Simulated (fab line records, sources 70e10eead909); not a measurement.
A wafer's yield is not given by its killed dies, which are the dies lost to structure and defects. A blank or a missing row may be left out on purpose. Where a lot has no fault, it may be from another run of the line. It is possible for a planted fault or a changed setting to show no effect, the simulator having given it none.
Which tool did it? -- flow nandHarc -- 24 lots, 72 wafers sampled, at 1 step of a route of 1302

## WHAT THE GAUGES READ, wafer by wafer
NHARC_P_START_INSPECT_01.
lot,measured,on,rawDefectCount
L074,day 1 20:02,defectInspect-01,10 0 1
L075,day 2 06:02,defectInspect-02,6 3 6
L076,day 2 16:02,defectInspect-01,4 3 5
L077,day 3 02:02,defectInspect-01,1 5 2
L078,day 3 12:02,defectInspect-02,0 4 2
L079,day 3 22:02,defectInspect-02,3 1 2
L080,day 4 08:02,defectInspect-02,2 2 3
L081,day 4 18:02,defectInspect-02,5 1 7
L082,day 5 04:02,defectInspect-02,3 3 1
L083,day 5 14:02,defectInspect-02,4 4 6
L084,day 6 00:02,defectInspect-02,4 4 6
L085,day 6 10:02,defectInspect-02,6 3 3
L086,day 6 20:02,defectInspect-02,2 6 6
L087,day 7 06:02,defectInspect-01,4 2 2
L088,day 7 16:02,defectInspect-02,6 2 0
L089,day 8 02:02,defectInspect-01,3 4 5
L090,day 8 12:03,defectInspect-01,5 5 2
L091,day 8 22:02,defectInspect-01,6 4 6
L092,day 9 08:02,defectInspect-01,2 3 4
L093,day 9 18:03,defectInspect-01,6 2 6
L094,day 10 04:02,defectInspect-01,3 4 8
L095,day 10 14:03,defectInspect-01,6 5 2
L096,day 11 00:02,defectInspect-01,0 0 4
L097,day 11 10:02,defectInspect-02,4 4 4

## EACH LOT AND THE TOOL THAT RAN IT (in order: tool; ch and the chambers of the sampled wafers; start)
No process step before these readings appears in the record.

## AS READ BY THE TOOLS THEMSELVES (means over the sampled wafers that have a number; for cases with no such wafer, the mark the record gives instead)
The record holds no such reading with a usual standard deviation.

## THE ANSWER, worked out from the rows above alone
Rule: the usual values come from the lots themselves. Put in order of their means at a reading, lots are off if they are a third of the lots or fewer, leave a main group of 4 or more, and stand apart from it by a gap of 3 or more times the standard deviation of the main group's means; of several such gaps the widest counts. A main group whose means are all the same, to the digits that the tables above print for the reading, isn't used. A lot without any number at a reading at which 4 lots or more have one is off too. Any other lot the step has rows for is counted as sound. First the gauges in route order, then the tools' own readings, where a lot's mean is used as printed above. The first step at which some lot is off is used, and at that step the reading that is off furthest; a lot without a number counts as furthest.
Across all readings shown, no lot is off: no conclusion can be drawn from this.

## WHAT WAS PUT IN BY THE SIMULATOR
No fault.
